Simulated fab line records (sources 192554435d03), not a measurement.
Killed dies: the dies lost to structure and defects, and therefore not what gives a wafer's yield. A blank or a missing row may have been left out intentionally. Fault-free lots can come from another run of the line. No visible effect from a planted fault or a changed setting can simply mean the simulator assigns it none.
One fault through the eyes of 3 desks || flow n5_finfet || each desk holds nothing but its own numbers, with what lay behind them at the end

## THE DEFECT DESK
Per lot, the means of the sampled wafers with a number show what the inspections along the route counted. A lot is out of limits, marked OUT, if its mean lies more than 4 standard deviations from the usual mean; the brackets give that distance.
Columns: A = raw_defect_count at N5_BEOL_M3_INSPECT_30, usual 387
{"lot": "L284", "first seen here": "day 6 21:02", "A": 388}
{"lot": "L285", "first seen here": "day 7 05:20", "A": 370}
{"lot": "L288", "first seen here": "day 7 21:11", "A": 336}
{"lot": "L289", "first seen here": "day 8 00:04", "A": 327}
{"lot": "L290", "first seen here": "day 8 16:16", "A": 291}
{"lot": "L293", "first seen here": "day 9 13:31", "A": 361}
{"lot": "L295", "first seen here": "day 9 20:24", "A": 380}
{"lot": "L297", "first seen here": "day 10 11:00", "A": 299}
{"lot": "L301", "first seen here": "day 11 05:20", "A": 393}
{"lot": "L302", "first seen here": "day 11 11:51", "A": 433}
{"lot": "L306", "first seen here": "day 12 17:52", "A": 343}
This desk's verdict: no lot among the 11 shows anything out of limits.

## FROM THE METROLOGY DESK
What the gauges read for every lot (on any tool): the sampled wafers with a number, averaged. A lot is out of limits, marked OUT, if its mean lies more than 4 standard deviations from the usual mean; the brackets give that distance. Of its 11 readings 7 are shown: those that lie furthest out on some lot.
Columns: A = trench_depth_nm at N5_BEOL_M3_OCD_MEAS_38, usual 55.3 nm; B = ION_N at N5_BEOL_M4_RC_MEAS_101, usual 677 uA/um; C = ION_P at N5_BEOL_M4_RC_MEAS_101, usual 464 uA/um; D = SS_N at N5_BEOL_M4_RC_MEAS_101, usual 72.0 mV/dec; E = SS_P at N5_BEOL_M4_RC_MEAS_101, usual 73.6 mV/dec; F = VT_N at N5_BEOL_M4_RC_MEAS_101, usual 249 mV; G = VT_P at N5_BEOL_M4_RC_MEAS_101, usual -249 mV
{"lot": "L284", "first seen here": "day 7 03:39", "A": 55.6, "B": 684, "C": 468, "D": 72.2, "E": 73.2, "F": 248, "G": -248}
{"lot": "L285", "first seen here": "day 7 08:14", "A": 55.9, "B": 679, "C": 462, "D": 72.8, "E": 74.4, "F": 249, "G": -250}
{"lot": "L288", "first seen here": "day 8 01:25", "A": 56.2, "B": 669, "C": 467, "D": 71.6, "E": 73.5, "F": 250, "G": -247}
{"lot": "L289", "first seen here": "day 8 06:20", "A": 56.5, "B": 680, "C": 464, "D": 72.1, "E": 73.6, "F": 249, "G": -251}
{"lot": "L290", "first seen here": "day 8 18:02", "A": 55.8, "B": 671, "C": 465, "D": 71.7, "E": 74.1, "F": 249, "G": -248}
{"lot": "L293", "first seen here": "day 9 14:22", "A": 55.5, "B": 678, "C": 469, "D": 71.4, "E": 73.9, "F": 247, "G": -245}
{"lot": "L295", "first seen here": "day 9 22:44", "A": 56.4, "B": 656, "C": 446, "D": 72.1, "E": 73.4, "F": 252, "G": -254}
{"lot": "L297", "first seen here": "day 10 16:50", "A": 57.0, "B": 678, "C": 458, "D": 72.4, "E": 74.4, "F": 248, "G": -250}
{"lot": "L301", "first seen here": "day 11 06:28", "A": 54.6, "B": 674, "C": 466, "D": 72.0, "E": 73.5, "F": 250, "G": -249}
{"lot": "L302", "first seen here": "day 11 19:11", "A": 54.6, "B": 670, "C": 462, "D": 71.8, "E": 73.7, "F": 247, "G": -247}
{"lot": "L306", "first seen here": "day 12 23:27", "A": 55.2, "B": 684, "C": 465, "D": 72.2, "E": 74.1, "F": 245, "G": -251}
This desk's verdict: no lot among the 11 shows anything out of limits.

## THE TOOL OWNER'S DESK: rie_diel-01
The tool's own readings at N5_BEOL_M3_ETCH_70 (etches SOC in N2/H2, target depth 80 nm, overetch 16 nm, time 120 s): means of the sampled wafers that have a number, for each lot that ran on this tool. A lot is out of limits, marked OUT, if its mean lies more than 4 standard deviations from the usual mean; the brackets give that distance.
Columns: A = drypump_motor_current_A at N5_BEOL_M3_ETCH_70, usual 5.7 A; B = h2_flow_sccm at N5_BEOL_M3_ETCH_70, usual 200.0 sccm; C = oes_product_au at N5_BEOL_M3_ETCH_70, usual 0.58 a.u.; D = rf_vpp_V at N5_BEOL_M3_ETCH_70, usual 523.2 V; E = run_length_s at N5_BEOL_M3_ETCH_70, usual 143.1 s; F = showerhead_plenum_p_Torr at N5_BEOL_M3_ETCH_70, usual 2.52 Torr; G = throttle_valve_pct at N5_BEOL_M3_ETCH_70, usual 17.9 %
{"lot": "L289", "first seen here": "day 8 05:58", "A": 5.8, "B": 199.7, "C": 0.56, "D": 523.1, "E": 143.1, "F": 2.50, "G": 17.9}
{"lot": "L290", "first seen here": "day 8 17:41", "A": 5.6, "B": 199.5, "C": 0.55, "D": 523.0, "E": 143.2, "F": 2.51, "G": 17.8}
{"lot": "L295", "first seen here": "day 9 22:22", "A": 5.9, "B": 200.4, "C": 0.58, "D": 521.6, "E": "139.5 (-10) OUT", "F": 2.48, "G": 17.9}
{"lot": "L297", "first seen here": "day 10 16:29", "A": 5.9, "B": 200.7, "C": 0.58, "D": 520.9, "E": "139.8 (-9.0) OUT", "F": 2.48, "G": 18.0}
{"lot": "L301", "first seen here": "day 11 06:06", "A": 6.0, "B": 199.4, "C": 0.59, "D": 521.4, "E": "138.6 (-12) OUT", "F": 2.47, "G": 18.0}
This desk's verdict: out of limits on L295, L297, L301, starting with L295 at day 9 22:22 (run_length_s at N5_BEOL_M3_ETCH_70). In limits: L289, L290.

## ALL TOGETHER
The tool owner's desk had the chance to raise an alarm at day 9 22:22 on L295, L297, L301.
Nothing the defect desk looked at was out of limits.
From the metrology desk's view, nothing was out of limits.
The defect desk has L295, L297, L301 on record, within its limits.
The metrology desk has L295, L297, L301 on record, within its limits.
Every lot named ran N5_BEOL_M3_ETCH_70 on rie_diel-01.

## WHAT THE SIMULATOR HAD PUT IN
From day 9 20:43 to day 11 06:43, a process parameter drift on rie_diel-01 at N5_BEOL_M3_ETCH_70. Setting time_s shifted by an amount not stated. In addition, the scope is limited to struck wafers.
Shown lots that were struck: L295, L297, L301.
How many hours passed from the start of the fault until each desk's first out-of-limits reading: the tool owner's desk, 2.
